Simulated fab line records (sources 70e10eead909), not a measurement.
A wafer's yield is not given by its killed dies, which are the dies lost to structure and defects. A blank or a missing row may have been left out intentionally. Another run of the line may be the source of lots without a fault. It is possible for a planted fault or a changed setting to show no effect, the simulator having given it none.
8D (eight disciplines) problem report, filled in by code || flow nandHarc || the parts of the form that need people (team, actions taken, sign-off) are left out

== 1. THE ISSUE ==
Mean of heaterPowerTotalW at NHARC_A_SLIT_SOFTBAKE_04: 183.63 W across 6 wafers in 2 lots; on wafers with no fault it is 188.45 W (standard deviation 0.13). Measured from the usual mean, that is -37 standard deviations.
The step: time 55 s.
The first sign was on wafer L905.1 at day 17 07:00, on lithoTrack-01. The record has a number at this step for 36 wafers belonging to 12 lots. Rule for "out" (also "out of limits"): further than 4 standard deviations from the usual mean. Any other wafer with a number is counted as sound.

== 2. WHAT IT IS, WHAT IT ISN'T ==
{"question": "which readings at this step", "is": "heaterPowerTotalW", "is not": "-"}
{"question": "which lots", "is": "L905, L908", "is not": "L893, L894, L897, L898, L899, L904, L910, L911, L912, L916"}
{"question": "which wafers of those lots", "is": "all that have a number", "is not": "-"}
{"question": "read on which tools", "is": "lithoTrack-01", "is not": "lithoTrack-04, lithoTrack-06"}
{"question": "when", "is": "from day 17 07:00", "is not": "up to then (18 sound wafers); but 12 sound wafers of L910, L911, L912, L916 came after"}

== 3. WHAT RULES OUT EACH SUSPECT ==
Counting: a tool at any process step up to the reading remains a suspect when it ran all the lots that are out and ran no sound lot after the first of those.
- lithoTrack-01 at NHARC_A_SLIT_SOFTBAKE_04 (time 55 s): kept. It processed each lot that is out, first L905 at day 17 07:00, and no sound lot thereafter; up to then, the last sound lot it processed was L897 at day 14 17:00. Its own readings are out on those wafers: heaterPowerTotalW.
After counting, what remains is lithoTrack-01 at NHARC_A_SLIT_SOFTBAKE_04.

== 4. THE CAUSE (what the simulator had put in) ==
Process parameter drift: lithoTrack-01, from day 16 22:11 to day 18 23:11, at NHARC_A_SLIT_SOFTBAKE_04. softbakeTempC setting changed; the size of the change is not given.
Counting left only this tool.

== 5. THE EFFECT CHAIN, in route order ==
Each row: a reading whose mean over the struck wafers that have a number lies more than 3 standard deviations from the usual. Only readings whose record carries a usual standard deviation are examined. hours: median over the lots of the time between each lot's start at the first step of this table that gives one and its start at this step. sigmas: the change, counted in usual standard deviations.
{"hours": 0, "step": "NHARC_A_SLIT_SOFTBAKE_04", "reading": "heaterPowerTotalW", "usual": "188.45 W", "on struck wafers": 183.63, "change": -4.82, "sigmas": -37}
Process steps it contains:
- NHARC_A_SLIT_SOFTBAKE_04: time 55 s.

== 6. HOW IT WOULD HAVE BEEN CAUGHT EARLIER ==
The fault began at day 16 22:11; the first out-of-limits reading in this record came at day 17 07:00, 9 hours later.
